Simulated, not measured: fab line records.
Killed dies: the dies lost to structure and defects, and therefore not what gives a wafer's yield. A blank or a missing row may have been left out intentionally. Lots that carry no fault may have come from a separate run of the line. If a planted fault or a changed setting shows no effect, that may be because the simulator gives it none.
Matching of chambers ; flow nandHarc ; pecvd-02 running NHARC_A_SGD_CUT_DEP_00: 3 sister chambers
The step deposits SiNx, target thk 50 nm. 6 wafers are shown with their chamber, then 12 later ones without.

WAFERS, EACH WITH ITS CHAMBER
wafer;chamber;heaterPowerW (W)
L085.4;1;610
L088.2;1;555
L088.5;2;783
L092.2;0;577
L092.3;2;771
L092.6;0;584

WAFERS WITHOUT THEIR CHAMBER
wafer;heaterPowerW (W)
L095.1;540
L095.2;643
L095.3;661
L093.1;737
L093.3;646
L093.4;743
L096.2;626
L096.5;621
L096.6;629
L097.1;613
L097.3;730
L097.5;612

THE CHAMBER EACH PASSED THROUGH
wafer;from the rows above;in truth
L095.1;can't be placed: 0 or 1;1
L095.2;can't be placed: 1 or 0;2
L095.3;can't be placed: 1 or 0 or 2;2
L093.1;2;2
L093.3;can't be placed: 1 or 0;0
L093.4;2;2
L096.2;can't be placed: 1 or 0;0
L096.5;can't be placed: 1 or 0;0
L096.6;can't be placed: 1 or 0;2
L097.1;can't be placed: 1 or 0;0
L097.3;2;2
L097.5;can't be placed: 1 or 0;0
Correctly placed: 3 of 12. From these rows, 9 cannot be placed; in 7 the true chamber is one of the candidates. Placed wrongly: 0.
How it was worked out, from the rows above alone: a wafer's distance from a chamber is the root of the sum, over the readings, of the square of ((its reading less the chamber's mean) divided by the reading's scatter). If the next closest chamber is less than 2 further off than the closest, the wafer can't be placed; otherwise it belongs to the closest. Each chamber's mean is taken over the wafers shown for it. The scatter: take each reading less its chamber's mean, square it, sum over the shown wafers, divide by the number of wafers less the number of chambers, and take the root.
